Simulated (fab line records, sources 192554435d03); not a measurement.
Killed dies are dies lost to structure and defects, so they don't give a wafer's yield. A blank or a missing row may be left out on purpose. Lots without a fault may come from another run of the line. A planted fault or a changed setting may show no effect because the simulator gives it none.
Split-lot experiment | flow n5_finfet | 7 lots, 21 wafers read, on a route of 1938 steps

THE SPLIT
At N5_BEOL_M0_ETCH_128 (etches SiCN in CF4/N2, target depth 12 nm, overetch 5.1 nm, time 21.4 s), the setting source_w was moved away from the recipe's 430 W on 2 of the 21 wafers read, by -12.9% to +17.1%. The other wafers ran this setting at the recipe's value.

The reading is taken at the split's own step.

THE READING
rf_vpp_V, in V, at N5_BEOL_M0_ETCH_128 (etches SiCN in CF4/N2, target depth 12 nm, overetch 5.1 nm, time 21.4 s). Fault-free wafers of this fab line usually give 381.8 V, standard deviation 1.7 V.

wafer  | tool, chamber at the split | source_w as run, W | against the recipe | rf_vpp_V, V | against lot-mates on the recipe
L074.1 | rie_diel-02, 0             | 430                | recipe             | 381.9       | -
L074.2 | rie_diel-02, 3             | 430                | recipe             | 385.0       | -
L074.3 | rie_diel-02, 1             | 430                | recipe             | 380.8       | -
L077.3 | rie_diel-02, 3             | 430                | recipe             | 384.0       | -
L077.4 | rie_diel-02, 1             | 430                | recipe             | 379.3       | -
L077.5 | rie_diel-02, 3             | 430                | recipe             | 384.5       | -
L078.1 | rie_diel-02, 0             | 430                | recipe             | 382.7       | -
L078.3 | rie_diel-02, 1             | 374.6              | -12.9%             | 398.4       | +16.4
L078.5 | rie_diel-02, 2             | 430                | recipe             | 381.4       | -
L080.1 | rie_diel-04, 3             | 430                | recipe             | 382.5       | -
L080.2 | rie_diel-04, 0             | 430                | recipe             | 381.0       | -
L080.3 | rie_diel-04, 2             | 430                | recipe             | 383.4       | -
L084.4 | rie_diel-02, 1             | 430                | recipe             | 381.3       | -
L084.5 | rie_diel-02, 2             | 430                | recipe             | 381.2       | -
L084.6 | rie_diel-02, 3             | 430                | recipe             | 386.4       | -
L088.1 | rie_diel-02, 2             | 503.5              | +17.1%             | 360.8       | -20.8
L088.2 | rie_diel-02, 0             | 430                | recipe             | 382.9       | -
L088.5 | rie_diel-02, 2             | 430                | recipe             | 380.4       | -
L096.2 | rie_diel-04, 1             | 430                | recipe             | 380.3       | -
L096.3 | rie_diel-04, 3             | 430                | recipe             | 382.7       | -
L096.6 | rie_diel-04, 2             | 430                | recipe             | 385.7       | -

THE FIT
A straight line over all 21 wafers: rf_vpp_V changes by -1.26 V for each +1% of source_w; r = -0.96; the points scatter about the line by 1.9 V.
The same after taking each lot's own level away (the mean of its wafers on the recipe; 21 wafers): -1.24 V for each +1%; r = -0.96; scatter 1.9 V.
On that fit, the largest move of source_w shifts the reading by 21 V.
The lots' own levels span 381.65 to 382.97 V, that is 0.8 times the standard deviation above.
So the lot-to-lot level changes the slope little: the two slopes agree.
Check: with one of the wafers moved furthest among these (+17.1%) left out of the fit, the line predicts -21.7 V for it against its lot-mates. It came out at -20.8 V against them.
Tool readings at the split's step, against how far the setting was moved: rf_vpp_V r = -0.96.

OTHER SPLITS ON THESE WAFERS
These wafers also went through other splits before the reading. Each is held against what the fit with the lots' levels taken away leaves over:
other split on the same wafers           | wafers away from the commonest value | r with rf_vpp_V (lot level and that fit taken away)
N5_HKMG_FIN_PEB_47 peb_time_s            | 5                                    | -0.09
N5_MOL_CONTACT_COAG_PECVD_31 time_s      | 7                                    | -0.03
N5_MOL_CONTACT_COAG_VIA_ETCH_117 bias_w  | 7                                    | -0.17
N5_MOL_CONTACT_COAG_CVD_140 target_thk_a | 4                                    | -0.18

THE FILE'S OWN FIT
rf_vpp_V changes by -1.24 V for each +1% of source_w, r = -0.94.
